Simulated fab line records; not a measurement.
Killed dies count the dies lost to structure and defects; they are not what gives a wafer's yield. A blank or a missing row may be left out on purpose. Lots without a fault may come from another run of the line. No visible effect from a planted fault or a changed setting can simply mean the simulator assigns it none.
A lot that was struck, set against a sound lot || flow nand-harc || 14 steps out of a route of 1302
Sound: wafers L288.2, L288.4, L288.6. Wafers struck: L294.1, L294.5, L294.6. The cause comes at the end.
Order at every step that has rows: each side's tool, ch and its chambers, its first start. Under that, the readings that differ: sound wafers || struck wafers || difference of the means || sigmas: that difference in standard deviations of wafers without a fault.
alike: words and numbers the same on both sides, and readings whose means are apart by under 2 such deviations; not compared: readings that were withheld, readings missing a value for some wafer, numbers with overlapping values and no deviation given by the record, and bounds like >300 which may hide the same value.
The two part at a step that has a row with sigmas, a row that says differs or no value, or rows on one side only. Numbers that have no deviation but don't overlap get no sigmas and don't part them. Lack of a reading on every wafer of one side parts them only where that side has two or more wafers.

first, 1 step without rows for these wafers: NHARC_A_ONON_D1_DEP_12 (target thk 1000 nm).
NHARC_A_ONON_D1_THK_MEAS_14: measures by ellipsometry.
  sound: film-metro-02 at day 10 18:14; struck: film-metro-02 at day 13 06:20
{"reading": "thk-nm (nm)", "sound": "1019 1016 1017", "struck": "988 990 987", "difference": -29, "sigmas": -3}
then, 2 steps without rows for these wafers: NHARC_A_ONON_D1_ANNEAL_15 (time 3600 s); NHARC_A_ONON_D1_DEP_16 (target thk 1000 nm).
NHARC_A_ONON_D1_THK_MEAS_18: measures by ellipsometry.
  sound: film-metro-02 at day 10 23:41; struck: film-metro-01 at day 13 14:07
  alike: thk-nm
after that, 1 step with no rows for these wafers: NHARC_A_ONON_D1_DEP_19 (target thk 1000 nm).
NHARC_A_ONON_D1_THK_MEAS_21: measures by ellipsometry.
  sound: film-metro-01 at day 11 00:15; struck: film-metro-01 at day 13 14:41
  alike: thk-nm
after that, 1 step with no rows for these wafers: NHARC_A_ONON_D1_DEP_22 (target thk 1000 nm).
NHARC_A_ONON_D1_THK_MEAS_24: measures by ellipsometry.
  sound: film-metro-02 at day 11 00:49; struck: film-metro-01 at day 13 15:16
{"reading": "thk-nm (nm)", "sound": "977 977 979", "struck": "1008 1009 1008", "difference": "+31", "sigmas": "+3"}
after that, 1 step with no rows for these wafers: NHARC_A_ONON_D1_DEP_25 (target thk 1000 nm).
NHARC_A_ONON_D1_THK_MEAS_27: measures by ellipsometry.
  sound: film-metro-02 at day 11 01:23; struck: film-metro-02 at day 13 15:49
  alike: thk-nm
NHARC_A_ONON_D1_DEP_28: target thk 1000 nm.
  sound on pecvd-onon-04 ch 0, day 11 01:29; struck on pecvd-onon-01 ch 0, day 13 15:53
NHARC_A_ONON_D1_THK_MEAS_30: measures by ellipsometry.
  sound: film-metro-02 at day 11 01:57; struck: film-metro-01 at day 13 16:23
{"reading": "thk-nm (nm)", "sound": "993 995 994", "struck": "1079 1080 1079", "difference": "+85", "sigmas": "+9"}
NHARC_A_ONON_D1_DEP_33: deposits SiO2, target thk 200 nm.
  sound on pecvd-03 ch 0,1,2, day 11 02:05; struck on pecvd-01 ch 0,1,2, day 13 16:26
  alike: flow-sccm, heater-power-w, throttle-valve-pct

WHERE THEY PART
At NHARC_A_ONON_D1_THK_MEAS_14 first; at NHARC_A_ONON_D1_THK_MEAS_30 last (within this record only). Later steps at which nothing parts them and some readings are alike: NHARC_A_ONON_D1_DEP_33.

WHY: what had been put in by the simulator
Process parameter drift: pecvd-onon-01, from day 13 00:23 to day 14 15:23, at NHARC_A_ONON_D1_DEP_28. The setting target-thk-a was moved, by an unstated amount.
